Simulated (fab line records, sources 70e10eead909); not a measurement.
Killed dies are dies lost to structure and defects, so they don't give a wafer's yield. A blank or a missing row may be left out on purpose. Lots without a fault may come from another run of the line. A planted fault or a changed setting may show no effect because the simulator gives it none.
Which tool did it? | flow nand_harc | 6 lots, 18 wafers sampled, at 1 step of a route of 1159

WHAT THE GAUGES READ, wafer by wafer
NHARC_P_START_INSPECT_01.
lot  | measured    | on                | raw_defect_count
L711 | day 1 18:02 | defect_inspect-01 | 4 4 4
L713 | day 2 06:02 | defect_inspect-01 | 4 4 4
L718 | day 3 12:02 | defect_inspect-02 | 4 3 3
L725 | day 5 06:02 | defect_inspect-01 | 6 3 2
L730 | day 6 12:02 | defect_inspect-02 | 4 2 2
L732 | day 7 00:02 | defect_inspect-01 | 1 8 3

WHICH TOOL RAN EACH LOT (tool, then ch and the chambers of the sampled wafers, then the start)
The record holds no process step before these readings.

THE ANSWER, worked out from the rows above alone
Rule: what is usual is taken from the lots themselves. Put in order of their means at a reading, lots are off if they are a third of the lots or fewer, leave a main group of 4 or more, and stand apart from it by a gap of 3 or more times the standard deviation of the main group's means; of several such gaps the widest counts. A main group whose means are all the same, to the digits that the tables above print for the reading, isn't used. A lot without any number at a reading at which 4 lots or more have one is off too. The other lots that the step has rows for count as sound.
No lot is off at any reading shown: from this, nothing can be told.

WHAT THE SIMULATOR HAD PUT IN
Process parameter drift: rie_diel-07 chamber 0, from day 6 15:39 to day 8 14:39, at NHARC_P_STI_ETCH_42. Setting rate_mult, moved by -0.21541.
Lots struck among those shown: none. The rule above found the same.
